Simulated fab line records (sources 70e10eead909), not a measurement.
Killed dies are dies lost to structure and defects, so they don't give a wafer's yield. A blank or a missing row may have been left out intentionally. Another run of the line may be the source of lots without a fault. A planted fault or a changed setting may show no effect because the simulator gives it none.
Which of the tools did it? ; flow nand_harc ; 12 lots, 36 wafers sampled, at 6 steps of a route of 1302

WHAT EACH GAUGE READ, for each wafer
NHARC_A_BLC_INSPECT_28.
lot;measured;on;raw_defect_count
L231;day 23 15:02;defect_inspect-02;524 431 510
L233;day 24 06:07;defect_inspect-01;614 557 533
L230;day 24 12:17;defect_inspect-01;489 555 513
L237;day 26 18:17;defect_inspect-01;6526 6814 6788
L238;day 27 04:40;defect_inspect-01;6723 6784 6740
L245;day 30 06:49;defect_inspect-02;472 429 501
L244;day 30 07:14;defect_inspect-01;731 512 536
L246;day 30 14:46;defect_inspect-02;526 694 398
L249;day 30 21:32;defect_inspect-02;381 382 375
L248;day 30 23:28;defect_inspect-02;544 633 385
L250;day 31 12:30;defect_inspect-02;284 349 362
L247;day 31 14:06;defect_inspect-02;338 350 343

NHARC_END_SORT_01.
lot;measured;on;killed_at_array;killed_at_other;killed_at_periphery;killed_dies;killed_open;killed_short
L237;day 28 12:40;prober-01;672 670 674;1 0 1;4 7 2;677 677 677;3 4 3;1 2 3
L238;day 28 20:37;prober-02;669 669 671;0 1 2;8 7 4;677 677 677;1 5 3;1 1 2

WHAT TOOL EACH LOT RAN ON (gives the tool, then ch and the chambers of the sampled wafers, and finally the start)
lot;NHARC_A_CONTACT_CVD_19;NHARC_A_BLC_ETCH_17;NHARC_A_BLC_DEGAS_30;NHARC_A_BLC_CMP_25
L231;cvd_w-01 ch 0, day 23 13:38 or earlier;rie_diel-06 ch 0,3, day 23 13:38 or earlier;pvd_sputter-02, day 23 13:38;cmp-01 ch 1,2, day 23 14:37
L233;cvd_w-02 ch 0,1, day 24 04:44 or earlier;rie_diel-06 ch 0,2, day 24 04:44 or earlier;pvd_sputter-01, day 24 04:44;cmp-01 ch 0,1,3, day 24 05:45
L230;cvd_w-02 ch 0,1, day 24 10:51 or earlier;rie_diel-06 ch 0,2,3, day 24 10:51 or earlier;pvd_sputter-02, day 24 10:51;cmp-04 ch 1,2,3, day 24 11:53
L237;cvd_w-01 ch 0,1, day 26 16:52 or earlier;rie_diel-06 ch 0,1,2, day 26 16:52 or earlier;pvd_sputter-02, day 26 16:52;cmp-02 ch 1,2,3, day 26 17:56
L238;cvd_w-01 ch 0, day 27 03:17 or earlier;rie_diel-11 ch 2,3, day 27 03:17 or earlier;pvd_sputter-01, day 27 03:17;cmp-01 ch 0,1,2, day 27 04:17
L245;cvd_w-01 ch 0,1, day 30 05:26 or earlier;rie_diel-09 ch 0,1,3, day 30 05:26 or earlier;pvd_sputter-01, day 30 05:26;cmp-02 ch 0,2,3, day 30 06:26
L244;cvd_w-02 ch 0,1, day 30 05:49 or earlier;rie_diel-11 ch 2,3, day 30 05:49 or earlier;pvd_sputter-02, day 30 05:49;cmp-02 ch 0,3, day 30 06:50
L246;cvd_w-02 ch 1, day 30 13:24 or earlier;rie_diel-06 ch 0,1, day 30 13:24 or earlier;pvd_sputter-01, day 30 13:24;cmp-02 ch 0,3, day 30 14:22
L249;cvd_w-01 ch 0,1, day 30 20:08 or earlier;rie_diel-06 ch 0,3, day 30 20:08 or earlier;pvd_sputter-01, day 30 20:08;cmp-02 ch 0,1,3, day 30 21:08
L248;cvd_w-02 ch 0,1, day 30 22:05 or earlier;rie_diel-06 ch 0,3, day 30 22:05 or earlier;pvd_sputter-03, day 30 22:05;cmp-02 ch 1,2,3, day 30 23:07
L250;cvd_w-02 ch 0,1, day 31 11:07 or earlier;rie_diel-06 ch 2,3, day 31 11:07 or earlier;pvd_sputter-01, day 31 11:07;cmp-04 ch 1,2, day 31 12:07
L247;cvd_w-02 ch 0,1, day 31 12:46 or earlier;rie_diel-09 ch 0,1,2, day 31 12:46 or earlier;pvd_sputter-01, day 31 12:46;cmp-01 ch 1,2, day 31 13:44
- NHARC_A_CONTACT_CVD_19: deposits W, target thk 300 nm, time 802 s.
- NHARC_A_BLC_ETCH_17: etches the open film in N2/H2, target depth 390 nm, time 609.38 s.
- NHARC_A_BLC_DEGAS_30: time 60 s.
- NHARC_A_BLC_CMP_25: polishes, t overpolish 30 s, target thk 150 nm.

AS READ BY THE TOOLS THEMSELVES (means over the sampled wafers that have a number; for cases with no such wafer, the mark the record gives instead)
NHARC_A_CONTACT_CVD_19.
lot;tool;heater_power_w (W);throttle_valve_pct (%)
L231;cvd_w-01;455;8.02
L233;cvd_w-02;453;8.16
L230;cvd_w-02;437;8.19
L237;cvd_w-01;516;8.10
L238;cvd_w-01;456;8.12
L245;cvd_w-01;513;8.17
L244;cvd_w-02;458;8.06
L246;cvd_w-02;507;8.11
L249;cvd_w-01;508;8.16
L248;cvd_w-02;476;8.30
L250;cvd_w-02;452;8.17
L247;cvd_w-02;476;8.28

NHARC_A_BLC_ETCH_17.
lot;tool;drypump_motor_current_A (A);oes_product_au (a.u.);rf_fwd_power_W (W);rf_vpp_V (V);showerhead_plenum_p_Torr (Torr);throttle_valve_pct (%)
L231;rie_diel-06;5.4;1.004;399.1;430.2;2.02;14.170
L233;rie_diel-06;5.1;0.995;398.8;432.1;2.12;14.178
L230;rie_diel-06;5.4;0.997;399.4;430.7;2.06;14.176
L237;rie_diel-06;5.3;0.998;400.3;432.4;2.10;14.178
L238;rie_diel-11;5.7;0.997;399.6;431.7;2.06;14.169
L245;rie_diel-09;5.7;1.003;399.6;431.5;2.10;14.170
L244;rie_diel-11;5.7;0.991;399.2;431.1;2.06;14.172
L246;rie_diel-06;5.4;1.000;400.0;431.7;2.06;14.176
L249;rie_diel-06;5.6;0.988;400.2;429.6;1.99;14.174
L248;rie_diel-06;5.6;0.996;400.1;429.1;1.99;14.169
L250;rie_diel-06;5.5;0.990;401.3;430.2;2.02;14.172
L247;rie_diel-09;5.5;0.999;399.2;431.9;2.07;14.168

NHARC_A_BLC_DEGAS_30.
lot;tool;heater_power_w (W)
L231;pvd_sputter-02;452
L233;pvd_sputter-01;469
L230;pvd_sputter-02;481
L237;pvd_sputter-02;470
L238;pvd_sputter-01;447
L245;pvd_sputter-01;446
L244;pvd_sputter-02;467
L246;pvd_sputter-01;438
L249;pvd_sputter-01;428
L248;pvd_sputter-03;466
L250;pvd_sputter-01;433
L247;pvd_sputter-01;443

NHARC_A_BLC_CMP_25.
lot;tool;edge_zone_pressure_frac;motor_current_A (A);overpolish_run_s (s);time_to_endpoint_s (s)
L231;cmp-01;0.998;11.6;30.006;31.9
L233;cmp-01;0.994;11.7;30.004;28.6
L230;cmp-04;1.005;11.4;29.998;32.5
L237;cmp-02;-;-;-;-
L238;cmp-01;-;-;-;-
L245;cmp-02;1.004;11.5;30.006;33.3
L244;cmp-02;1.002;12.1;29.995;31.3
L246;cmp-02;0.997;12.0;29.991;29.8
L249;cmp-02;1.000;11.9;30.001;36.4
L248;cmp-02;1.000;12.1;29.998;33.2
L250;cmp-04;1.000;10.3;30.005;29.0
L247;cmp-01;0.999;11.9;30.003;31.2

THE ANSWER, worked out from the rows above alone
Rule: usual is defined by the lots themselves. The widest of any qualifying gaps counts: lots, ordered by their means at a reading, are off when they make up no more than a third of the lots, leave a main group of 4 or more, and stand apart from it by 3 or more times the standard deviation of that group's means. Not used: any main group whose means are identical at the precision the tables above print for the reading. Also off: a lot with no number at a reading for which 4 or more lots have one. The other lots that the step has rows for count as sound. After the gauges, taken in route order, come the tools' own readings; for these a lot's mean is taken, as printed above. At the first step where some lot is off, the reading lying furthest off is the one used; lots without a number count as furthest.
Off: L237, L238, at NHARC_A_BLC_INSPECT_28 (raw_defect_count). Main group: mean 475, sd 88.
A tool fits if, at a process step before that reading, it ran every lot that is off, and no sound lot after the first of them. The gauges at NHARC_A_BLC_INSPECT_28 aren't tried: what is off there is off at NHARC_A_BLC_CMP_25 too, on other tools, and a gauge's error can't cause that. NHARC_A_CONTACT_CVD_19 gives no start for some lots, so the hours and the order of its lots are those of NHARC_A_BLC_DEGAS_30. NHARC_A_BLC_ETCH_17 gives no start for some lots, so the hours and the order of its lots are those of NHARC_A_BLC_DEGAS_30. Not one of the candidates tried fits.

WHAT THE SIMULATOR PUT IN
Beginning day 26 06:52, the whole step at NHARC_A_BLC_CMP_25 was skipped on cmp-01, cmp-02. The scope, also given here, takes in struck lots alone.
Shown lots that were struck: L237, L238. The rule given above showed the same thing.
